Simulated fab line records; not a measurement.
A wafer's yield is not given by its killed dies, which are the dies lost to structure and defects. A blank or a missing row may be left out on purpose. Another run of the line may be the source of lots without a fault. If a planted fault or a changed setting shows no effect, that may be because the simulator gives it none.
fab line records | flow n5Finfet
[record] lots = 7 wafers = 39
route steps=1938 shown BEOL_M8@1368 BEOL_M11@1552 MIM_BOT@1833
startH: hours from the record's first day to the start of the lot's first wafer shown | waitH: hours since the lot's step before | " as in the row above | L1.1+2: several wafers, shown together as one row | - no value present, or no start provided | * or withheld: withheld | < > ~ a bound
route shown NAME@n: names a module that has steps shown in the file, with the first one's number in the route | usual: average and standard deviation across the fault-free wafers | same: alike in all rows | chamber/n: place in a boat | sites: each site's reading | _std_site: the standard deviation of these | _edge_site: inner sites' mean taken away from outer sites' mean | radiusMm: for every site, how far away it sits from the centre of the wafer | mask NAME#n: copy n | behind: tool/chamber where the wafer was last shaped | hold: why the lot was held/for how many hours/how that ended | device: transistor that didn't switch, given as n, p or np | end of line: the same wafers' tests at the end of the route | where a step has no rows: the recipe by itself | killed: the dies lost at the first sort to structure and to defects; this is not the yield of the wafer | map: per-die view of a wafer (x killed, . not killed, _ where there is no die)
set.NAME: setting as actually run; set.NAME@STEP: the setting as run at that earlier step | model.NAME: the simulator's own value behind a step, which no gauge read
lots with deliberately changed settings; one table per step, one row per wafer
[[steps]]
[step N5_BEOL_M8_DESCUM_33]
[recipe] chemistry = O2 timeS = 7 sourcePowerW = 50 biasPowerW = 20 pressureMtorr = 20 rfFrequencyHz = 2.712e+07 tempC = 40 resist = CAR-EUV o2FlowSccm = 225
// columns lot.wafer tool chamber startH waitH set.timeS model.CAR-EUV_of_BEOL_M8_COAT_22.thkNm model.BEOL_M8.cdNm
L078.1+3+4 rieDiel-06 2,1,3 234.69 0.2 7 26 39.8
L078.2 " 3 " " 3.228 27.8 39.2
L078.5 " 2 " " 3.228 28 39.2
L078.6 " 1 " " 3.228 28 39.4
L082.1 rieDiel-05 1 237.85 0.4 7 26.2 40.2
L082.2+3 " 2,0 " " 3.981 27.6 39.6
L082.4 " 3 " " 3.981 27.6 39.8
L082.5 " 0 " " 7 26 40.2
L082.6 " 3 " " 7 26 40
L083.1+4+5 rieDiel-03 1,0,2 253.67 0.3 7 26 40
L088.1 rieDiel-03 2 280.67 0.0 7 26 40
L088.2+3 " 0,1 " " 10.01 24.6 40.4
L088.4+6 " 0,2 " " 7 26.2 40.2
L088.5 " 1 " " 10.01 24.6 40.6
L093.1 rieDiel-03 0 308.22 0.2 7 25.8 40.2
L093.2+3+4+5+6 " 3,1,2,2,1 " " 7 26 40
L094.1 rieDiel-05 0 315.09 0.0 7 25.8 39.8
L094.2+3 " 2,3 " " 7 26 39.8
L094.4+5 " 1,3 " " 8.333 25.2 40
L094.6 " 2 " " 8.333 25.2 39.8
L096.1 rieDiel-05 1 340.07 0.0 7 26 40.2
L096.2 " 2 " " 7 25.8 40
L096.3 " 0 " " 9.353 24.8 40.2
L096.4+5 " 3,0 " " 9.353 24.8 40.4
L096.6 " 3 " " 7 26 40
[step N5_BEOL_M8_ETCH_72]
[recipe] chemistry = N2/H2 target = underlayer targetDepthA = 65 maskMaterial = CAR-EUV timeS = 5.2 ionEnergyEv = 200 pressureMtorr = 30 sourceW = 840 biasW = 150 n2FlowSccm = 200 h2FlowSccm = 200 ends = cleared
// columns lot.wafer tool chamber startH waitH set.timeS@BEOL_M8_DESCUM_33 model.CAR-EUV_of_BEOL_M8_COAT_22.thkNm
L078.1+3 rieDiel-06 2,1 234.73 0.0 7 20.2
L078.2+5+6 " 3,2,1 " " 3.228 22.2
L078.4 " 3 " " 7 20.4
L082.1 rieDiel-05 1 237.88 0.0 7 20.6
L082.2+3+4 " 2,0,3 " " 3.981 22
L082.5+6 " 0,3 " " 7 20.4
L083.1+4+5 rieDiel-03 1,0,2 253.70 0.0 7 20.4
L088.1 rieDiel-03 2 280.71 0.0 7 20.2
L088.2 " 0 " " 10.01 18.8
L088.3+5 " 1 " " 10.01 19
L088.4+6 " 0,2 " " 7 20.4
L093.1+2+4+5 rieDiel-03 0,3,2,2 308.25 0.0 7 20.2
L093.3+6 " 1 " " 7 20.4
L094.1+2 rieDiel-05 0,2 315.12 0.0 7 20.2
L094.3 " 3 " " 7 20.4
L094.4+5+6 " 1,3,2 " " 8.333 19.6
L096.1+2+6 rieDiel-05 1,2,3 340.10 0.0 7 20.2
L096.3+5 " 0 " " 9.353 19
L096.4 " 3 " " 9.353 19.2
[step N5_BEOL_M11_DESCUM_16]
[recipe] chemistry = O2 timeS = 7.9 sourcePowerW = 50 biasPowerW = 20 pressureMtorr = 20 rfFrequencyHz = 2.712e+07 tempC = 40 resist = CAR-ArF o2FlowSccm = 225
// columns lot.wafer tool chamber startH waitH set.timeS model.CAR-ArF_of_BEOL_M11_COAT_05.thkNm
L078.1+4+5 rieDiel-02 3,0,3 255.08 0.0 7.9 83.4
L078.2+6 " 2 " " 7.9 83.6
L078.3 " 1 " " 7.9 83.2
L082.1 rieDiel-02 0 258.87 0.3 7.9 83.2
L082.2+6 " 1,2 " " 3.676 86
L082.3 " 3 " " 3.676 85.8
L082.4 " 2 " " 7.9 83.6
L082.5 " 1 " " 7.9 83
L083.1+5 rieDiel-01 2,0 278.58 0.2 7.9 83.4
L083.4 " 0 " " 7.9 83.6
L088.1 rieDiel-02 3 301.85 0.2 3.356 86.6
L088.2+6 " 1,3 " " 3.356 86.2
L088.3+4+5 " 2,0,2 " " 7.9 83.6
L093.1+4 rieDiel-02 3,1 332.05 0.0 7.9 83.2
L093.2+6 " 1,0 " " 7.9 83.4
L093.3+5 " 0,3 " " 7.9 83.6
L094.1+2 rieDiel-01 3,0 338.77 0.0 7.9 83.8
L094.3+6 " 1,3 " " 6.122 84.8
L094.4 " 2 " " 7.9 83.6
L094.5 " 2 " " 6.122 85
L096.1 rieDiel-02 0 363.59 0.0 7.9 83.6
L096.2+5 " 1,3 " " 7.9 83.8
L096.3 " 3 " " 3.393 86.4
L096.4 " 2 " " 3.393 86.8
L096.6 " 0 " " 3.393 86.6
[step N5_MIM_BOT_SPUTTER_00]
[recipe] material = TiN targetThkA = 350 tempC = 200 powerW = 3000 chamberPressurePa = 0.49996 gas = Ar reactivePartialPa = 0.37997 timeS = 89.7
// columns lot.wafer tool chamber startH waitH set.targetThkA model.TiN_of_MIM_BOT_SPUTTER_00.thkNm
L082.1+2+5 pvdSputter-01 - 293.66 0.0 520.4 52.4
L082.3 " - " " 350 35
L082.4+6 " - " " 350 35.6
L078.1+3 pvdSputter-02 - 293.70 0.0 452.9 45.4
L078.2 " - " " 350 34.8
L078.4 " - " " 350 35.4
L078.5 " - " " 350 35
L078.6 " - " " 452.9 45.6
L083.1+4 pvdSputter-02 - 310.17 0.0 350 34.8
L083.5 " - " " 350 35.4
L088.1 pvdSputter-03 - 331.70 0.0 350 34.8
L088.2 " - " " 350 35.2
L088.3+4+6 " - " " 477 48
L088.5 " - " " 350 35.6
L093.1+4 pvdSputter-01 - 367.93 0.0 350 34.8
L093.2 " - " " 350 35.2
L093.3+6 " - " " 191.3 19
L093.5 " - " " 191.3 19.2
L094.1+2+6 pvdSputter-01 - 373.96 0.0 350 34.6
L094.3+5 " - " " 350 34.8
L094.4 " - " " 350 35.2
L096.1+4 pvdSputter-01 - 393.64 0.0 490.5 49
L096.2 " - " " 490.5 48.6
L096.3 " - " " 350 34.8
L096.5+6 " - " " 350 35
[[key]]
[split] step = N5_BEOL_M8_DESCUM_33 setting = timeS stated = 7 by = wafer
[response] step = N5_BEOL_M8_DESCUM_33 reading = model.CAR-EUV_of_BEOL_M8_COAT_22.thkNm change = -0.0356 per = 1% r = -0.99
[response] step = N5_BEOL_M8_DESCUM_33 reading = model.BEOL_M8.cdNm change = +0.00922 per = 1% r = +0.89
[response] step = N5_BEOL_M8_ETCH_72 reading = model.CAR-EUV_of_BEOL_M8_COAT_22.thkNm change = -0.0347 per = 1% r = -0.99
[split] step = N5_BEOL_M11_DESCUM_16 setting = timeS stated = 7.9 by = wafer
[response] step = N5_BEOL_M11_DESCUM_16 reading = model.CAR-ArF_of_BEOL_M11_COAT_05.thkNm change = -0.0492 per = 1% r = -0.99
[split] step = N5_MIM_BOT_SPUTTER_00 setting = targetThkA stated = 350 by = wafer
[response] step = N5_MIM_BOT_SPUTTER_00 reading = model.TiN_of_MIM_BOT_SPUTTER_00.thkNm change = +0.35 per = 1% r = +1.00
